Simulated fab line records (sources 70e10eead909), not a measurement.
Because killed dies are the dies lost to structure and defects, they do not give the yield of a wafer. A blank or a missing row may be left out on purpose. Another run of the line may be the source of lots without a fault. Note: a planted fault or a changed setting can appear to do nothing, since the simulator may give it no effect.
fab line records :: flow nandHarc
[record]
  lots = 6
  wafers = 18
  lastDay = 24
route steps=1159 shown P_GATE@172
lots that met no fault: from a run of the same line without faults
startH: start of the lot's first displayed wafer, in hours after the record's first day :: waitH: time in hours since the lot's previous step :: " identical to the entry in the row above :: L1.1+2: several wafers, shown together as one row :: - value missing, or start not given :: * or withheld: withheld :: < > ~ a bound
route shown NAME@n: a module of which the file shows steps, and the number in the route of the first :: usual: mean/standard deviation taken from wafers without a fault :: same: alike in all rows :: chamber/n: place in a boat :: sites: readings site by site :: _std_site: standard deviation across them :: _edge_site: inner sites' mean taken away from outer sites' mean :: radiusMm: for every site, how far away it sits from the centre of the wafer :: mask NAME#n: copy n :: behind: the tool/chamber that last shaped the wafer :: hold: the reason the lot was held/the length of the hold in hours/how it ended :: device: whichever transistor did not switch (one of n, p or np) :: end of line: tests run on the same wafers once the route is complete :: where a step has no rows: the recipe by itself :: killed: count of dies lost to structure and defects at first sort (not the wafer's yield) :: map: the dies of a wafer, with x for killed, . for not killed, _ for no die there
set.NAME: the run value of the setting; set.NAME@STEP: its run value at that earlier step :: model.NAME: the simulator's own value behind a step, which no gauge read
lots at selected steps of the route; one table per step, one row per wafer
services: a tool's chamber out of use, with start hour (startH, from the record's first day; less than 0 if before it), hours out, and reason
[[steps]]
[step NHARC_P_GATE_DESCUM_48]
[recipe]
  timeS = 3
  o2FlowSccm = 200
  arFlowSccm = 0
  biasPowerW = 0
  chemistry = O2
[usual]
  drypumpMotorCurrentA = 5.6/0.4
  oesProductAu = 1.003/0.014
  rfVppV = 57.7/0.97
  showerheadPlenumPTorr = 1.91/0.11
  throttleValvePct = 11.311/0.009
[same]
  biasPowerW = 0
lot.wafer: L457.4
tool: rieDiel-10
chamber: 0
startH: 100.23
waitH: -
drypumpMotorCurrentA: 5.7
oesProductAu: 1.027
rfHoursCounterH: 20
rfVppV: 56.5
showerheadPlenumPTorr: 1.90
throttleValvePct: 11.299

lot.wafer: L457.6
tool: rieDiel-10
chamber: 3
startH: 100.23
waitH: -
drypumpMotorCurrentA: 5.2
oesProductAu: 1.006
rfHoursCounterH: -
rfVppV: 56.9
showerheadPlenumPTorr: 1.88
throttleValvePct: 11.304

lot.wafer: L457.5
tool: rieDiel-10
chamber: 0
startH: 100.23
waitH: -
drypumpMotorCurrentA: 5.7
oesProductAu: 1.023
rfHoursCounterH: -
rfVppV: 56.3
showerheadPlenumPTorr: 1.90
throttleValvePct: 11.308

lot.wafer: L461.1
tool: rieDiel-10
chamber: 1
startH: 128.54
waitH: -
drypumpMotorCurrentA: 5.3
oesProductAu: 1.025
rfHoursCounterH: 19
rfVppV: 58.3
showerheadPlenumPTorr: 1.79
throttleValvePct: 11.329

lot.wafer: L461.5
tool: rieDiel-10
chamber: 0
startH: 128.54
waitH: -
drypumpMotorCurrentA: 5.7
oesProductAu: 1.027
rfHoursCounterH: -
rfVppV: 58.1
showerheadPlenumPTorr: 1.90
throttleValvePct: 11.319

lot.wafer: L461.4
tool: rieDiel-10
chamber: 1
startH: 128.54
waitH: -
drypumpMotorCurrentA: 5.3
oesProductAu: 1.006
rfHoursCounterH: -
rfVppV: 56.4
showerheadPlenumPTorr: 1.78
throttleValvePct: 11.309

lot.wafer: L467.2
tool: rieDiel-03
chamber: 2
startH: 153.74
waitH: -
drypumpMotorCurrentA: 5.5
oesProductAu: 1.013
rfHoursCounterH: 34
rfVppV: 59.7
showerheadPlenumPTorr: 2.07
throttleValvePct: 11.309

lot.wafer: L467.4
tool: rieDiel-03
chamber: 3
startH: 153.74
waitH: -
drypumpMotorCurrentA: 5.5
oesProductAu: 0.989
rfHoursCounterH: 35
rfVppV: 56.2
showerheadPlenumPTorr: 1.80
throttleValvePct: 11.308

lot.wafer: L467.5
tool: rieDiel-03
chamber: 2
startH: 153.74
waitH: -
drypumpMotorCurrentA: 5.5
oesProductAu: 1.020
rfHoursCounterH: -
rfVppV: 59.0
showerheadPlenumPTorr: 2.07
throttleValvePct: 11.300

lot.wafer: L475.4
tool: rieDiel-11
chamber: 0
startH: 201.84
waitH: -
drypumpMotorCurrentA: 6.8
oesProductAu: 0.984
rfHoursCounterH: 0
rfVppV: 58.1
showerheadPlenumPTorr: 2.08
throttleValvePct: 11.305

lot.wafer: L475.6
tool: rieDiel-11
chamber: 2
startH: 201.84
waitH: -
drypumpMotorCurrentA: 6.0
oesProductAu: 1.014
rfHoursCounterH: -
rfVppV: 56.8
showerheadPlenumPTorr: 1.80
throttleValvePct: 11.318

lot.wafer: L475.5
tool: rieDiel-11
chamber: 3
startH: 201.84
waitH: -
drypumpMotorCurrentA: 5.3
oesProductAu: 0.980
rfHoursCounterH: -
rfVppV: 57.3
showerheadPlenumPTorr: 1.82
throttleValvePct: 11.307

lot.wafer: L474.3
tool: rieDiel-03
chamber: 3
startH: 202.59
waitH: -
drypumpMotorCurrentA: 5.6
oesProductAu: 0.987
rfHoursCounterH: 54
rfVppV: 55.9
showerheadPlenumPTorr: 1.80
throttleValvePct: 11.302

lot.wafer: L474.1
tool: rieDiel-03
chamber: 0
startH: 202.59
waitH: -
drypumpMotorCurrentA: 5.7
oesProductAu: 1.013
rfHoursCounterH: 57
rfVppV: 59.4
showerheadPlenumPTorr: 2.06
throttleValvePct: 11.311

lot.wafer: L474.5
tool: rieDiel-03
chamber: 3
startH: 202.59
waitH: -
drypumpMotorCurrentA: 5.5
oesProductAu: 0.990
rfHoursCounterH: -
rfVppV: 58.2
showerheadPlenumPTorr: 1.80
throttleValvePct: 11.311

lot.wafer: L480.3
tool: rieDiel-11
chamber: 2
startH: 234.51
waitH: -
drypumpMotorCurrentA: 6.1
oesProductAu: 1.003
rfHoursCounterH: 14
rfVppV: 56.1
showerheadPlenumPTorr: 1.79
throttleValvePct: 11.311

lot.wafer: L480.2
tool: rieDiel-11
chamber: 3
startH: 234.51
waitH: -
drypumpMotorCurrentA: 5.4
oesProductAu: 0.969
rfHoursCounterH: 14
rfVppV: 58.8
showerheadPlenumPTorr: 1.81
throttleValvePct: 11.322

lot.wafer: L480.5
tool: rieDiel-11
chamber: 3
startH: 234.51
waitH: -
drypumpMotorCurrentA: 5.4
oesProductAu: 0.970
rfHoursCounterH: -
rfVppV: 57.4
showerheadPlenumPTorr: 1.82
throttleValvePct: 11.314
[step NHARC_P_GATE_IMPLANT_49]
[recipe]
  energyKev = 30
  doseCm2 = 3e+15
  tiltDeg = 7
[step NHARC_P_GATE_STRIP_111]
[recipe]
  powerW = 1500
  tempC = 110
  timeS = 250
  chemistry = N2/H2
[usual]
  drypumpMotorCurrentA = 5.49/0.27
  heaterPowerW = 96/3.1
lot.wafer: L457.4
tool: plasmaAsher-02
chamber: 1
startH: 100.73
waitH: 0.2
drypumpMotorCurrentA: 5.29
heaterPowerW: 93
rfHoursCounterH: -

lot.wafer: L457.6
tool: plasmaAsher-02
chamber: 0
startH: 100.73
waitH: 0.2
drypumpMotorCurrentA: 5.70
heaterPowerW: 99
rfHoursCounterH: -

lot.wafer: L457.5
tool: plasmaAsher-02
chamber: 1
startH: 100.73
waitH: 0.2
drypumpMotorCurrentA: 5.30
heaterPowerW: 92
rfHoursCounterH: -

lot.wafer: L461.1
tool: plasmaAsher-01
chamber: 0
startH: 128.96
waitH: 0.2
drypumpMotorCurrentA: 5.18
heaterPowerW: 92
rfHoursCounterH: 3

lot.wafer: L461.4
tool: plasmaAsher-01
chamber: 0
startH: 128.96
waitH: 0.2
drypumpMotorCurrentA: 5.19
heaterPowerW: 93
rfHoursCounterH: -

lot.wafer: L461.5
tool: plasmaAsher-01
chamber: 0
startH: 128.96
waitH: 0.2
drypumpMotorCurrentA: 5.18
heaterPowerW: 92
rfHoursCounterH: -

lot.wafer: L467.2
tool: plasmaAsher-01
chamber: 1
startH: 154.11
waitH: 0.2
drypumpMotorCurrentA: 5.86
heaterPowerW: 99
rfHoursCounterH: 13

lot.wafer: L467.4
tool: plasmaAsher-01
chamber: 1
startH: 154.11
waitH: 0.2
drypumpMotorCurrentA: 5.80
heaterPowerW: 96
rfHoursCounterH: -

lot.wafer: L467.5
tool: plasmaAsher-01
chamber: 0
startH: 154.11
waitH: 0.2
drypumpMotorCurrentA: 5.18
heaterPowerW: 93
rfHoursCounterH: -

lot.wafer: L475.4
tool: plasmaAsher-01
chamber: 0
startH: 202.91
waitH: 0.8
drypumpMotorCurrentA: 5.18
heaterPowerW: 93
rfHoursCounterH: -

lot.wafer: L475.6
tool: plasmaAsher-01
chamber: 1
startH: 202.91
waitH: 0.8
drypumpMotorCurrentA: 5.83
heaterPowerW: 98
rfHoursCounterH: -

lot.wafer: L475.5
tool: plasmaAsher-01
chamber: 0
startH: 202.91
waitH: 0.8
drypumpMotorCurrentA: 5.20
heaterPowerW: 92
rfHoursCounterH: -

lot.wafer: L474.1
tool: plasmaAsher-02
chamber: 0
startH: 202.98
waitH: 0.2
drypumpMotorCurrentA: 5.69
heaterPowerW: 98
rfHoursCounterH: 0

lot.wafer: L474.3
tool: plasmaAsher-02
chamber: 1
startH: 202.98
waitH: 0.2
drypumpMotorCurrentA: 5.31
heaterPowerW: 97
rfHoursCounterH: -

lot.wafer: L474.5
tool: plasmaAsher-02
chamber: 0
startH: 202.98
waitH: 0.2
drypumpMotorCurrentA: 5.68
heaterPowerW: 95
rfHoursCounterH: -

lot.wafer: L480.2
tool: plasmaAsher-02
chamber: 1
startH: 234.88
waitH: 0.2
drypumpMotorCurrentA: 5.26
heaterPowerW: 92
rfHoursCounterH: 9

lot.wafer: L480.3
tool: plasmaAsher-02
chamber: 1
startH: 234.88
waitH: 0.2
drypumpMotorCurrentA: 5.24
heaterPowerW: 93
rfHoursCounterH: -

lot.wafer: L480.5
tool: plasmaAsher-02
chamber: 0
startH: 234.88
waitH: 0.2
drypumpMotorCurrentA: 5.66
heaterPowerW: 95
rfHoursCounterH: -
[step NHARC_P_GATE_STRIP_75]
[recipe]
  powerW = 1500
  tempC = 250
  chemistry = O2
[usual]
  drypumpMotorCurrentA = 5.49/0.28
  heaterPowerW = 358/12
lot.wafer: L457.4
tool: plasmaAsher-02
chamber: 1
startH: 100.92
waitH: 0.1
drypumpMotorCurrentA: 5.31
heaterPowerW: 350
rfHoursCounterH: -

lot.wafer: L457.6
tool: plasmaAsher-02
chamber: 0
startH: 100.92
waitH: 0.1
drypumpMotorCurrentA: 5.67
heaterPowerW: 370
rfHoursCounterH: -

lot.wafer: L457.5
tool: plasmaAsher-02
chamber: 1
startH: 100.92
waitH: 0.1
drypumpMotorCurrentA: 5.32
heaterPowerW: 350
rfHoursCounterH: -

lot.wafer: L461.1
tool: plasmaAsher-01
chamber: 0
startH: 129.22
waitH: 0.2
drypumpMotorCurrentA: 5.19
heaterPowerW: 346
rfHoursCounterH: 4

lot.wafer: L461.4
tool: plasmaAsher-01
chamber: 0
startH: 129.22
waitH: 0.2
drypumpMotorCurrentA: 5.20
heaterPowerW: 347
rfHoursCounterH: -

lot.wafer: L461.5
tool: plasmaAsher-01
chamber: 0
startH: 129.22
waitH: 0.2
drypumpMotorCurrentA: 5.20
heaterPowerW: 342
rfHoursCounterH: -

lot.wafer: L467.2
tool: plasmaAsher-01
chamber: 1
startH: 154.41
waitH: 0.2
drypumpMotorCurrentA: 5.81
heaterPowerW: 375
rfHoursCounterH: 13

lot.wafer: L467.4
tool: plasmaAsher-01
chamber: 1
startH: 154.41
waitH: 0.2
drypumpMotorCurrentA: 5.81
heaterPowerW: 363
rfHoursCounterH: -

lot.wafer: L467.5
tool: plasmaAsher-01
chamber: 0
startH: 154.41
waitH: 0.2
drypumpMotorCurrentA: 5.17
heaterPowerW: 336
rfHoursCounterH: -

lot.wafer: L475.4
tool: plasmaAsher-01
chamber: 0
startH: 203.10
waitH: 0.1
drypumpMotorCurrentA: 5.19
heaterPowerW: 335
rfHoursCounterH: -

lot.wafer: L475.6
tool: plasmaAsher-01
chamber: 1
startH: 203.10
waitH: 0.1
drypumpMotorCurrentA: 5.82
heaterPowerW: 360
rfHoursCounterH: -

lot.wafer: L475.5
tool: plasmaAsher-01
chamber: 0
startH: 203.10
waitH: 0.1
drypumpMotorCurrentA: 5.17
heaterPowerW: 342
rfHoursCounterH: -

lot.wafer: L474.1
tool: plasmaAsher-02
chamber: 0
startH: 203.28
waitH: 0.2
drypumpMotorCurrentA: 5.66
heaterPowerW: 359
rfHoursCounterH: 0

lot.wafer: L474.3
tool: plasmaAsher-02
chamber: 1
startH: 203.28
waitH: 0.2
drypumpMotorCurrentA: 5.29
heaterPowerW: 356
rfHoursCounterH: -

lot.wafer: L474.5
tool: plasmaAsher-02
chamber: 0
startH: 203.28
waitH: 0.2
drypumpMotorCurrentA: 5.69
heaterPowerW: 368
rfHoursCounterH: -

lot.wafer: L480.2
tool: plasmaAsher-02
chamber: 1
startH: 235.18
waitH: 0.2
drypumpMotorCurrentA: 5.26
heaterPowerW: 359
rfHoursCounterH: 10

lot.wafer: L480.3
tool: plasmaAsher-02
chamber: 1
startH: 235.18
waitH: 0.2
drypumpMotorCurrentA: 5.23
heaterPowerW: 362
rfHoursCounterH: -

lot.wafer: L480.5
tool: plasmaAsher-02
chamber: 0
startH: 235.18
waitH: 0.2
drypumpMotorCurrentA: 5.69
heaterPowerW: 366
rfHoursCounterH: -
[step NHARC_P_GATE_STRIP_50]
[recipe]
  timeS = 900
  tempC = 130
  chemistry = SPM
[step NHARC_P_GATE_DEHYDRATE_51]
[recipe]
  tempC = 150
  timeS = 120
[step NHARC_P_GATE_HMDS_52]
[recipe]
  timeS = 30
[step NHARC_P_GATE_COAT_53]
[recipe]
  spinRpm = 3000
[step NHARC_P_GATE_SOFTBAKE_54]
[recipe]
  tempC = 122
  timeS = 95
[step NHARC_P_GATE_EBR_55]
[step NHARC_P_GATE_EXPOSE_56]
[recipe]
  na = 0.6
  targetCdNm = 720
  doseMj = 14.81
  maskId = P_PSD
[step NHARC_P_GATE_PEB_57]
[recipe]
  pebTempC = 118
  pebTimeS = 85
[step NHARC_P_GATE_DEVELOP_58]
[recipe]
  timeS = 70
[usual]
  chillPlateTempC = 23.02/0.11
  exhaustPa = 45.1/0.76
lot.wafer: L457.4
tool: lithoTrack-02
chamber: 0
startH: 101
waitH: -
chillPlateTempC: 23.02
exhaustPa: 44.3

lot.wafer: L457.5
tool: lithoTrack-02
chamber: 0
startH: 101
waitH: -
chillPlateTempC: 23.10
exhaustPa: 45.2

lot.wafer: L457.6
tool: lithoTrack-02
chamber: 0
startH: 101
waitH: -
chillPlateTempC: 22.83
exhaustPa: 44.3

lot.wafer: L461.1
tool: lithoTrack-05
chamber: 0
startH: 130
waitH: -
chillPlateTempC: 23.00
exhaustPa: 45.0

lot.wafer: L461.4
tool: lithoTrack-05
chamber: 0
startH: 130
waitH: -
chillPlateTempC: 23.04
exhaustPa: 46.4

lot.wafer: L461.5
tool: lithoTrack-05
chamber: 0
startH: 130
waitH: -
chillPlateTempC: 22.89
exhaustPa: 45.8

lot.wafer: L467.2
tool: lithoTrack-03
chamber: 0
startH: 155
waitH: -
chillPlateTempC: 23.01
exhaustPa: 44.2

lot.wafer: L467.4
tool: lithoTrack-03
chamber: 0
startH: 155
waitH: -
chillPlateTempC: 22.89
exhaustPa: 45.5

lot.wafer: L467.5
tool: lithoTrack-03
chamber: 0
startH: 155
waitH: -
chillPlateTempC: 22.95
exhaustPa: 43.7

lot.wafer: L475.4
tool: lithoTrack-05
chamber: -
startH: 203
waitH: -
chillPlateTempC: -
exhaustPa: -

lot.wafer: L475.5
tool: lithoTrack-05
chamber: -
startH: 203
waitH: -
chillPlateTempC: -
exhaustPa: -

lot.wafer: L475.6
tool: lithoTrack-05
chamber: -
startH: 203
waitH: -
chillPlateTempC: -
exhaustPa: -

lot.wafer: L474.1
tool: lithoTrack-03
chamber: -
startH: 204
waitH: -
chillPlateTempC: -
exhaustPa: -

lot.wafer: L474.3
tool: lithoTrack-03
chamber: -
startH: 204
waitH: -
chillPlateTempC: -
exhaustPa: -

lot.wafer: L474.5
tool: lithoTrack-03
chamber: -
startH: 204
waitH: -
chillPlateTempC: -
exhaustPa: -

lot.wafer: L480.2
tool: lithoTrack-02
chamber: 0
startH: 236
waitH: -
chillPlateTempC: 23.01
exhaustPa: 45.2

lot.wafer: L480.3
tool: lithoTrack-02
chamber: 0
startH: 236
waitH: -
chillPlateTempC: 23.04
exhaustPa: 46.3

lot.wafer: L480.5
tool: lithoTrack-02
chamber: 0
startH: 236
waitH: -
chillPlateTempC: 22.97
exhaustPa: 45.6
[step NHARC_P_GATE_CD_MEAS_59]
[recipe]
  targetCdNm = 720
  landingEnergyEv = 500
[usual]
  cdNm = 719.3/2.9
lot.wafer: L457.4
tool: cdSem-02
chamber: 0
startH: 101.70
waitH: -
cdNm: 723.1

lot.wafer: L457.5
tool: cdSem-02
chamber: 0
startH: 101.70
waitH: -
cdNm: 721.7

lot.wafer: L457.6
tool: cdSem-02
chamber: 0
startH: 101.70
waitH: -
cdNm: 723.3

lot.wafer: L461.1
tool: cdSem-03
chamber: 0
startH: 130.14
waitH: -
cdNm: 717.8

lot.wafer: L461.4
tool: cdSem-03
chamber: 0
startH: 130.14
waitH: -
cdNm: 722.4

lot.wafer: L461.5
tool: cdSem-03
chamber: 0
startH: 130.14
waitH: -
cdNm: 720.1

lot.wafer: L467.2
tool: cdSem-03
chamber: 0
startH: 155.21
waitH: -
cdNm: 715.4

lot.wafer: L467.4
tool: cdSem-03
chamber: 0
startH: 155.21
waitH: -
cdNm: 714.2

lot.wafer: L467.5
tool: cdSem-03
chamber: 0
startH: 155.21
waitH: -
cdNm: 714.6

lot.wafer: L475.4
tool: cdSem-03
chamber: 0
startH: 203.87
waitH: -
cdNm: 720.2

lot.wafer: L475.5
tool: cdSem-03
chamber: 0
startH: 203.87
waitH: -
cdNm: 718.1

lot.wafer: L475.6
tool: cdSem-03
chamber: 0
startH: 203.87
waitH: -
cdNm: 718.7

lot.wafer: L474.1
tool: cdSem-03
chamber: 0
startH: 204.21
waitH: -
cdNm: 717.1

lot.wafer: L474.3
tool: cdSem-03
chamber: 0
startH: 204.21
waitH: -
cdNm: 715.3

lot.wafer: L474.5
tool: cdSem-03
chamber: 0
startH: 204.21
waitH: -
cdNm: 715.1

lot.wafer: L480.2
tool: cdSem-02
chamber: 0
startH: 236.11
waitH: -
cdNm: 722.9

lot.wafer: L480.3
tool: cdSem-02
chamber: 0
startH: 236.11
waitH: -
cdNm: 721.3

lot.wafer: L480.5
tool: cdSem-02
chamber: 0
startH: 236.11
waitH: -
cdNm: 721.2
[[services]]
tool: rieDiel-03
chamber: -
startH: 81.06
hours: 2.9
kind: repair

tool: rieDiel-11
chamber: 1
startH: 86.85
hours: 8.8
kind: repair

tool: plasmaAsher-02
chamber: -
startH: 89.74
hours: 0.6
kind: repair

tool: rieDiel-10
chamber: 0
startH: 94.85
hours: 4.2
kind: repair

tool: plasmaAsher-01
chamber: -
startH: 99.20
hours: 9.0
kind: pm

tool: plasmaAsher-01
chamber: 0
startH: 99.20
hours: 9.0
kind: ventCycle

tool: plasmaAsher-01
chamber: 1
startH: 99.20
hours: 9.0
kind: ventCycle

tool: plasmaAsher-01
chamber: 0
startH: 108.20
hours: -
kind: clean

tool: plasmaAsher-01
chamber: 1
startH: 108.20
hours: -
kind: clean

tool: plasmaAsher-01
chamber: -
startH: 116.42
hours: 2.0
kind: repair

tool: rieDiel-10
chamber: -
startH: 117.58
hours: 0.2
kind: repair

tool: rieDiel-10
chamber: 3
startH: 127.17
hours: 16.4
kind: repair

tool: rieDiel-10
chamber: 2
startH: 163.75
hours: 5.6
kind: repair

tool: rieDiel-10
chamber: 1
startH: 164.87
hours: 9.6
kind: repair

tool: lithoTrack-02
chamber: -
startH: 165.00
hours: 7.0
kind: pm

tool: rieDiel-10
chamber: -
startH: 176.50
hours: 9.0
kind: pm

tool: plasmaAsher-02
chamber: -
startH: 183.30
hours: 9.0
kind: pm

tool: rieDiel-11
chamber: 2
startH: 185.50
hours: 4.2
kind: repair

tool: rieDiel-11
chamber: -
startH: 191.18
hours: 9.0
kind: pm

tool: plasmaAsher-02
chamber: -
startH: 193.21
hours: 9.6
kind: repair

tool: lithoTrack-03
chamber: -
startH: 213.00
hours: 7.0
kind: pm

tool: rieDiel-03
chamber: -
startH: 215.54
hours: 9.0
kind: pm

tool: plasmaAsher-02
chamber: -
startH: 217.97
hours: 6.6
kind: repair

tool: rieDiel-10
chamber: 2
startH: 225.95
hours: 9.4
kind: repair
[[key]]
[firstSign]
  step = NHARC_P_GATE_DEVELOP_58
  reading = toolRecord
  direction = missing
effect none on later readings
metAt NHARC_P_GATE_DEVELOP_58
struckWafers L474.1,L474.3,L474.5,L475.4,L475.5,L475.6
sortLeftOut L474.1,L474.3,L474.5,L475.4,L475.5,L475.6
testerLeftOut L474,L475
onsetBetween 155 203
[fault]
  kind = skippedStepWhole
  tool = lithoTrack-03,lithoTrack-05
  chamber = -
  onsetH = 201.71
  steps = NHARC_P_GATE_DEVELOP_58
  scope = struckLotsOnly
// testerLeftOut: of these lots the tester's yield and bins aren't shown, on N5 and GAA mostly nor the transistor test; their killed dies are dies lost to structure and defects alone, not to doping, threshold or leakage, so they don't give the yield
// sortLeftOut: the simulated sort isn't trusted on such a fault, so these wafers' sort isn't shown, and their yield isn't known
